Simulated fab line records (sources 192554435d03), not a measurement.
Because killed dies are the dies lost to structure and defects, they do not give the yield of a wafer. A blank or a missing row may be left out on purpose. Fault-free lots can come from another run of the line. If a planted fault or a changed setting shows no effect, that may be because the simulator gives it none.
A struck lot beside a sound one || flow n5_finfet || 29 out of 1938 route steps
Sound: wafers L522.2, L522.3, L522.4. Struck: wafer L537.1 (left out: L537.4, a lot-mate that was not struck); the cause follows at the end.
At each step with rows: each side's tool, then ch and its chambers, then its first start. Under that, the readings that differ: sound wafers || struck wafers || difference of the means || sigmas: that difference in standard deviations of wafers without a fault.
alike: readings whose means differ by less than 2 such deviations, and words and numbers that are the same on both sides. not compared: withheld readings, readings that some wafer has no value for, bounds like >300 that may hide the same value, and numbers for which the record gives no deviation and whose values overlap.
A row with sigmas, a row that says differs or no value, or rows on one side alone: a step with any of these is where the two part. Numbers that don't overlap but have no deviation are shown without sigmas and don't part them. A reading missing from all wafers of one side parts the sides only when that side holds two or more wafers.

first, 9 steps without rows for these wafers: N5_BEOL_M0_SAQP_EXPOSE_37 (exposes mask M0 CUT1, target cd 30 nm); N5_BEOL_M0_SAQP_PEB_38 (peb time 60 s); N5_BEOL_M0_SAQP_DEVELOP_39 (develop time 30 s); N5_BEOL_M0_SAQP_DESCUM_45 (chemistry O2, time 7 s); N5_BEOL_M0_SAQP_ETCH_88 (etches underlayer in N2/H2, target depth 6.5 nm, time 5.2 s); N5_BEOL_M0_SAQP_ETCH_73 (etches SiARC in CF4, target depth 19.5 nm, time 32.5 s); N5_BEOL_M0_SAQP_CUT_ETCH_46 (etches SOC in N2/H2, target depth 135 nm, overetch 27 nm, time 202.5 s); N5_BEOL_M0_SAQP_STRIP_74 (strips in N2/H2); N5_BEOL_M0_SAQP_STRIP_89 (strips in N2/H2).
N5_BEOL_M0_SAQP_ALD_48: deposits SiO2, target thk 20 nm, pulse time 1 s, co reactant pulse time 1 s.
  sound on ald_sin-02 ch 1,2,3, day 5 19:38; struck on ald_sin-02 ch 2, day 9 18:04
{"reading": "ald_cycles", "sound": "139 139 139", "struck": 228, "difference": "+89", "sigmas": ""}
{"reading": "model.SiO2_of_BEOL_M0_SAQP_ALD_48.thk_nm (nm)", "sound": "20 20 20", "struck": 32.8, "difference": "+12.8", "sigmas": ""}
  alike: heater_power_w, precursor_pulse_height_rel
then, 15 steps without rows for these wafers: N5_BEOL_M0_SAQP_ETCH_49 (etches SiO2 in CF4/O2, target depth 37 nm); N5_BEOL_M0_SAQP_STRIP_75 (strips in CF4); N5_BEOL_M0_CUTY_COAT_50 (time 60 s, resist thk 15 nm); N5_BEOL_M0_CUTY_COAT_51 (resist thk 150 nm); N5_BEOL_M0_CUTY_EBR_52; N5_BEOL_M0_CUTY_SOFTBAKE_53 (time 60 s); N5_BEOL_M0_CUTY_EXPOSE_54 (exposes mask M0 ABLK); N5_BEOL_M0_CUTY_PEB_55 (peb time 60 s); N5_BEOL_M0_CUTY_DEVELOP_56 (develop time 30 s); N5_BEOL_M0_CUTY_DESCUM_61 (chemistry O2, time 7.9 s); N5_BEOL_M0_CUTY_ETCH_62 (etches SiARC in CF4, time 58.5 s); N5_BEOL_M0_CUTY_ETCH_63 (etches SOC in N2/H2, target depth 82.7 nm, overetch 16.5 nm, time 124 s); N5_BEOL_M0_CUTY_STRIP_64 (strips in N2/H2); N5_BEOL_M0_ETCH_138 (etches SiCN in CH3F/O2, target depth 12 nm, time 31.6 s); N5_BEOL_M0_HM_OPEN_105 (chemistry Cl2/BCl3, target TiN, target depth 12 nm).
N5_BEOL_M0_STRIP_140: strips in CF4.
  sound on rie_diel-03 ch 1,2,3, day 6 02:10; struck on rie_diel-05 ch 1, day 9 19:58
{"reading": "model.SiO2_of_BEOL_M0_SAQP_ALD_48.thk_nm (nm)", "sound": "10.8 11.4 11.6", "struck": 18, "difference": "+7", "sigmas": ""}
  alike: drypump_motor_current_A, oes_product_au, rf_vpp_V, showerhead_plenum_p_Torr, throttle_valve_pct
  not compared: rf_hours_counter_h
then, 1 step without rows for these wafers: N5_BEOL_M0_STRIP_104 (strips in N2/H2).
-- a jump in the record: the struck wafers' starts before and after are 5 days apart (it breaks off in module BEOL_M0 and resumes in module BEOL_M4, where the first step shown is number 1111 of the route) --
N5_BEOL_M4_RC_MEAS_101:
  sound on prober-01 ch 0, day 10 21:29; struck on prober-01 ch 0, day 14 22:59
  alike: DIBL_N, DIBL_P, IOFF_N, IOFF_P, ION_N, ION_P, SS_N, SS_P, VT_N, VT_P
N5_PASSIVATION_PROBE_49:
  rows exist in the record for the sound wafers here (prober-01, day 15 08:46), none for the struck ones

WHERE THEY PART
N5_PASSIVATION_PROBE_49 only, going by this record.

WHY: the cause the simulator had injected
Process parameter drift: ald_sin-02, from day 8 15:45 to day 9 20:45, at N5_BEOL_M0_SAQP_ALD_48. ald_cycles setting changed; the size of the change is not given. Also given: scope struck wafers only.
